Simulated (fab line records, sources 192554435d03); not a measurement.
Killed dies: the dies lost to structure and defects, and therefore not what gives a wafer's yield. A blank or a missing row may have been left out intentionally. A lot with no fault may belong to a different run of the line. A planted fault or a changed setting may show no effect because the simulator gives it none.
Code-filled problem report in 8D (eight disciplines) form -- flow n5_finfet -- the parts of the form that need people (team, actions taken, sign-off) are left out

1. THE PROBLEM
At N5_BEOL_M14_CMP_49, barrier_field_endpoint_s averages 6.30 s over 4 wafers from 3 lots, while fault-free wafers read 11.41 s, standard deviation 0.29. Relative to the usual mean, that is a shift of -18 standard deviations.
The step: polishes, stops on SiO2, t overpolish 5.2 s, target thk 560 nm.
First observed at day 15 16:58: wafer L202.3, on cmp-01. Wafers with a number at this step in the record: 37, from 13 lots. Rule for "out", or "out of limits": more than 4 standard deviations from the usual mean. The rest of the wafers with a number are treated as sound.

2. WHAT IT IS, AND WHAT IT ISN'T
question,is,is not
which readings at this step,"barrier_field_endpoint_s, time_to_endpoint_s","head_pressure_psi, overpolish_run_s, slurry_flow_ml_min"
which lots,"L201, L202, L203","L186, L188, L189, L190, L191, L192, L197, L205, L208, L209"
which wafers of those lots,"L201.1, L201.3, L202.3, L203.3","L202.2, L202.4, L203.6"
read on which tools,cmp-01,"cmp-02, cmp-04"
when,from day 15 16:58,"up to then (23 sound wafers); but 10 sound wafers of L203, L205, L208, L209 came after"

3. SUSPECTS, AND WHAT RULES EACH OUT
Counting: if a tool at a process step up to the reading ran every lot that is out, it stays a suspect. Sound lots after the first of them don't rule it out here, since some wafers of a struck lot are sound.
- cmp-01 at N5_BEOL_M14_CMP_49 (polishes, stops on SiO2, t overpolish 5.2 s, target thk 560 nm): kept. It processed each lot that is out (first: L202, day 15 16:58); up to then, its last sound lot is L197 (day 14 15:21). Out on those wafers are its own readings of barrier_field_endpoint_s, time_to_endpoint_s.
Remaining after the count: cmp-01 at N5_BEOL_M14_CMP_49.

4. THE CAUSE (what the simulator had put in)
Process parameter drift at N5_BEOL_M14_CMP_49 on cmp-01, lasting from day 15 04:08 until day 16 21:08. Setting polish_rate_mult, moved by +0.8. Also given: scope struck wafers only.
This tool alone remained once counting was done.

5. THE EFFECT CHAIN, in route order
Each row: a reading where the mean over the struck wafers with a number is more than 3 standard deviations away from the usual. Scope: only readings with a usual standard deviation given in the record; hours: median across lots of the time from each lot's start at the first step in this table that gives one to its start at this step; sigmas: change in usual standard deviations.
hours,step,reading,usual,on struck wafers,change,sigmas
0,N5_BEOL_M14_CMP_49,barrier_field_endpoint_s,11.41 s,6.30,-5.11,-18
0,N5_BEOL_M14_CMP_49,time_to_endpoint_s,121 s,66,-54,-12
Process steps it contains:
- N5_BEOL_M14_CMP_49: polishes, stops on SiO2, t overpolish 5.2 s, target thk 560 nm.

6. HOW IT WOULD HAVE BEEN CAUGHT EARLIER
In this record the first reading out of limits was taken at day 15 16:58, 13 hours after the fault began at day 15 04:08.
